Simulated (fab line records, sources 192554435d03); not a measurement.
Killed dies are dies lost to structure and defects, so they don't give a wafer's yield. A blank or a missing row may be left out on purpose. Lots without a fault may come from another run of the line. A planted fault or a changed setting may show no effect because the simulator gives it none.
Which tool did it? | flow n5_finfet | 11 lots, 33 wafers sampled, at 6 steps of a route of 1938

WHAT THE GAUGES READ, wafer by wafer
N5_BEOL_M7_CD_MEAS_28: target cd 40 nm.
lot  | measured     | on        | cd_nm (nm)
L076 | day 10 19:14 | cd_sem-03 | 40.31 40.52 40.10
L077 | day 11 05:34 | cd_sem-01 | 40.15 39.98 39.93
L079 | day 12 01:11 | cd_sem-02 | 39.82 40.22 39.87
L081 | day 12 04:21 | cd_sem-02 | 40.19 39.93 39.85
L085 | day 12 17:05 | cd_sem-01 | 40.16 40.46 39.84
L084 | day 13 07:45 | cd_sem-01 | 39.88 40.27 39.91
L089 | day 13 14:05 | cd_sem-02 | 39.41 39.93 39.67
L088 | day 14 08:25 | cd_sem-02 | 39.79 40.24 39.74
L091 | day 15 02:30 | cd_sem-01 | 39.51 40.04 39.85
L095 | day 15 13:20 | cd_sem-03 | 39.93 39.78 39.70
L097 | day 16 10:22 | cd_sem-02 | 39.75 39.88 39.97

WHICH TOOL RAN EACH LOT (tool, then ch and the chambers of the sampled wafers, then the start)
lot  | N5_BEOL_M6_STRIP_36                | N5_BEOL_M6_DEP_56               | N5_BEOL_M7_ETCH_61                 | N5_BEOL_M7_ETCH_62                 | N5_BEOL_M7_HM_OPEN_17
L076 | rie_diel-05 ch 0,2, day 10 11:17   | pecvd-04 ch 0,1, day 10 14:04   | rie_diel-06 ch 1,3, day 10 16:44   | rie_diel-06 ch 1,3, day 10 16:47   | rie_metal-03 ch 0,1, day 10 16:59
L077 | rie_diel-01 ch 0,1,2, day 10 22:31 | pecvd-02 ch 0,1, day 11 01:17   | rie_diel-06 ch 0,1,2, day 11 03:35 | rie_diel-06 ch 0,1,2, day 11 03:39 | rie_metal-01 ch 0,1, day 11 03:50
L079 | rie_diel-01 ch 0,1,2, day 11 16:01 | pecvd-02 ch 0,2, day 11 18:56   | rie_diel-02 ch 0,1,2, day 11 22:18 | rie_diel-02 ch 0,1,2, day 11 22:21 | rie_metal-01 ch 0,1, day 11 22:32
L081 | rie_diel-05 ch 0,1,3, day 11 19:35 | pecvd-04 ch 0,1,2, day 11 23:28 | rie_diel-02 ch 0,1,3, day 12 02:50 | rie_diel-02 ch 0,1,3, day 12 02:53 | rie_metal-03 ch 0, day 12 03:04
L085 | rie_diel-03 ch 1,2, day 12 10:25   | pecvd-02 ch 0,1,2, day 12 13:20 | rie_diel-02 ch 0,2, day 12 14:46   | rie_diel-02 ch 0,2, day 12 14:49   | rie_metal-01 ch 1, day 12 15:00
L084 | rie_diel-03 ch 2,3, day 13 01:02   | pecvd-04 ch 0,1,2, day 13 03:48 | rie_diel-02 ch 0,2,3, day 13 06:37 | rie_diel-02 ch 0,2,3, day 13 06:41 | rie_metal-02 ch 0,1, day 13 06:52
L089 | rie_diel-05 ch 2,3, day 13 06:07   | pecvd-02 ch 0,2, day 13 08:46   | rie_diel-02 ch 0,1,3, day 13 12:34 | rie_diel-02 ch 0,1,3, day 13 12:38 | rie_metal-02 ch 0,1, day 13 12:49
L088 | rie_diel-05 ch 1,2,3, day 13 19:39 | pecvd-02 ch 0,2, day 13 23:56   | rie_diel-02 ch 0,2, day 14 03:53   | rie_diel-02 ch 0,2, day 14 03:57   | rie_metal-02 ch 1, day 14 04:08
L091 | rie_diel-03 ch 1,2, day 14 17:31   | pecvd-02 ch 1,2, day 14 20:27   | rie_diel-02 ch 1,3, day 14 23:05   | rie_diel-02 ch 1,3, day 14 23:08   | rie_metal-01 ch 0,1, day 14 23:20
L095 | rie_diel-05 ch 1,2,3, day 15 05:17 | pecvd-04 ch 0,1, day 15 08:37   | rie_diel-04 ch 0,1,2, day 15 12:12 | rie_diel-04 ch 0,1,2, day 15 12:16 | rie_metal-02 ch 0,1, day 15 12:26
L097 | rie_diel-03 ch 0,2, day 16 02:02   | pecvd-01 ch 0,1, day 16 05:27   | rie_diel-06 ch 0,1,2, day 16 08:17 | rie_diel-06 ch 0,1,2, day 16 08:20 | rie_metal-02 ch 0, day 16 08:31
- N5_BEOL_M6_STRIP_36: strips in N2/H2.
- N5_BEOL_M6_DEP_56: deposits SiCN from 3MS/NH3, target thk 10 nm, time 17.5 s.
- N5_BEOL_M7_ETCH_61: etches SiARC in CF4, target depth 45.5 nm, time 75.8 s.
- N5_BEOL_M7_ETCH_62: etches SOC in N2/H2, target depth 110 nm, overetch 22 nm, time 165 s.
- N5_BEOL_M7_HM_OPEN_17: chemistry Cl2/BCl3, target TiN, target depth 20 nm, overetch 6 nm.

THE ANSWER, worked out from the rows above alone
Rule: what is usual is taken from the lots themselves. Put in order of their means at a reading, lots are off if they are a third of the lots or fewer, leave a main group of 4 or more, and stand apart from it by a gap of 3 or more times the standard deviation of the main group's means; of several such gaps the widest counts. A main group whose means are all the same, to the digits that the tables above print for the reading, isn't used. A lot without any number at a reading at which 4 lots or more have one is off too. The other lots that the step has rows for count as sound.
No lot is off at any reading shown: from this, nothing can be told.

WHAT THE SIMULATOR HAD PUT IN
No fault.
